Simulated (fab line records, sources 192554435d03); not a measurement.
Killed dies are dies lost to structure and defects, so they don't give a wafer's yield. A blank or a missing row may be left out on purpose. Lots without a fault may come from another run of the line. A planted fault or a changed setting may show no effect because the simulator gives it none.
Chamber matching | flow n5_finfet | N5_ILD0_LINER_00 on ald_sin-03: 4 sister chambers
The step material SiNx, target thk 4 nm, pulse time 1 s, purge time 2 s. 8 wafers are shown with their chamber, then 8 later ones without.

WAFERS WITH THEIR CHAMBER
wafer  | chamber | heater_power_w (W) | precursor_pulse_height_rel
L080.6 | 2       | 869                | 0.991
L082.1 | 2       | 848                | 1.022
L082.2 | 1       | 852                | 1.003
L087.2 | 3       | 816                | 0.996
L092.1 | 1       | 826                | 1.004
L092.2 | 0       | 835                | 1.004
L092.3 | 3       | 804                | 1.010
L094.2 | 0       | 833                | 0.967

WAFERS WITHOUT THEIR CHAMBER
wafer  | heater_power_w (W) | precursor_pulse_height_rel
L094.4 | 855                | 0.998
L094.5 | 890                | 0.977
L096.2 | 819                | 0.982
L096.3 | 855                | 1.003
L096.6 | 811                | 1.013
L097.1 | 847                | 1.010
L097.5 | 849                | 1.022
L097.6 | 803                | 1.017

WHICH CHAMBER EACH WENT THROUGH
wafer  | from the rows above          | in truth
L094.4 | can't be placed: 2 or 1 or 0 | 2
L094.5 | can't be placed: 2 or 1 or 0 | 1
L096.2 | can't be placed: 0 or 3 or 1 | 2
L096.3 | can't be placed: 2 or 1 or 0 | 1
L096.6 | can't be placed: 3 or 1 or 0 | 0
L097.1 | can't be placed: 1 or 2 or 0 | 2
L097.5 | can't be placed: 2 or 1 or 0 | 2
L097.6 | can't be placed: 3 or 1      | 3
Placed correctly: 0 of 8. Can't be placed from these rows: 8 (the true chamber is among the candidates in 7). Placed wrongly: 0.
How it was worked out, from the rows above alone: a wafer's distance from a chamber is the root of the sum, over the readings, of the square of ((its reading less the chamber's mean) divided by the reading's scatter). The wafer belongs to the nearest chamber; if the next one is less than 2 further off, it can't be placed. A chamber's mean is the mean of its shown wafers. The scatter: the root of (the sum of the squares of (reading less its chamber's mean) over the shown wafers, divided by (wafers less chambers)).
